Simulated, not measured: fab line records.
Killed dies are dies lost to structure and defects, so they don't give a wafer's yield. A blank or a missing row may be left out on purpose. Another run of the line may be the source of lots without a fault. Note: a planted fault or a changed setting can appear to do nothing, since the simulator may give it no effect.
Split-lot study ; flow n5 finfet ; route with 1938 steps; 7 lots, 21 wafers read

== THE SPLIT ITSELF ==
At N5_BEOL_M12_SPUTTER_44 (material Ta, target thk 10 nm, time 16.13 s), the setting time s was moved away from the recipe's 16.13 s on 8 of the 21 wafers read, by -11.2% to +11.6%. The other wafers ran this setting at the recipe's value.

The reading comes from the split's own step.

== THE READING ==
Ta_of_BEOL_M12_SPUTTER_44.thk nm (the simulator's own value, which no gauge read), in nm, at N5_BEOL_M12_SPUTTER_44 (material Ta, target thk 10 nm, time 16.13 s). The file gives no usual value for it. The 13 wafers here that ran the recipe average 10.0 nm, standard deviation 0.12 nm.

wafer;tool, chamber at the split;time s as run, s;against the recipe;Ta_of_BEOL_M12_SPUTTER_44.thk nm, nm;against lot-mates on the recipe
L076.1;pvd sputter-02, -;16.13;recipe;9.8;-
L076.3;pvd sputter-02, -;16.13;recipe;10;-
L076.6;pvd sputter-02, -;17.91;+11.0%;11;+1.1
L078.2;pvd sputter-03, -;16.13;recipe;10;-
L078.3;pvd sputter-03, -;16.13;recipe;10;-
L078.6;pvd sputter-03, -;16.13;recipe;10;-
L080.1;pvd sputter-01, -;16.13;recipe;10.2;-
L080.5;pvd sputter-01, -;15.26;-5.4%;9.6;-0.6
L080.6;pvd sputter-01, -;15.26;-5.4%;9.6;-0.6
L085.1;pvd sputter-03, -;16.13;recipe;10.2;-
L085.2;pvd sputter-03, -;16.13;recipe;10;-
L085.4;pvd sputter-03, -;18;+11.6%;11.2;+1.1
L086.1;pvd sputter-02, -;16.13;recipe;10;-
L086.4;pvd sputter-02, -;14.33;-11.2%;8.8;-1.2
L086.6;pvd sputter-02, -;14.33;-11.2%;8.8;-1.2
L093.2;pvd sputter-01, -;17.03;+5.6%;10.6;+0.8
L093.5;pvd sputter-01, -;17.03;+5.6%;10.4;+0.6
L093.6;pvd sputter-01, -;16.13;recipe;9.8;-
L094.1;pvd sputter-02, -;16.13;recipe;10;-
L094.6;pvd sputter-02, -;16.13;recipe;10;-
L094.4;pvd sputter-02, -;16.13;recipe;10.2;-

FIT RESULTS
A straight line over all 21 wafers: Ta_of_BEOL_M12_SPUTTER_44.thk nm changes by +0.0985 nm for each +1% of time s; r = +0.98; the points scatter about the line by 0.12 nm.
The same after taking each lot's own level away (the mean of its wafers on the recipe; 21 wafers): +0.105 nm for each +1%; r = +0.99; scatter 0.084 nm.
The reading moves by 1.2 nm for the largest change in time s, on that fit.
The lots' own levels span 9.80 to 10.20 nm, that is 3.2 times the standard deviation above.
Consequently the slope shifts little with the lot-to-lot level, the two slopes agreeing.
Check: for one of the wafers moved furthest among these (+11.6%), held out of the fit, the line's prediction against its lot-mates is +1.26 nm. It came out at +1.1 nm against them.

== ADDITIONAL SPLITS CARRIED BY THESE WAFERS ==
These wafers also went through other splits before the reading. Each is held against what the fit with the lots' levels taken away leaves over:
other split on the same wafers;wafers away from the commonest value;r with Ta_of_BEOL_M12_SPUTTER_44.thk nm (lot level and that fit taken away)
N5_BEOL_M10_ETCH_41 source w;10;+0.06

== THE FILE'S OWN FIT ==
Ta_of_BEOL_M12_SPUTTER_44.thk nm changes by +0.103 nm for each +1% of time s, r = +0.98.
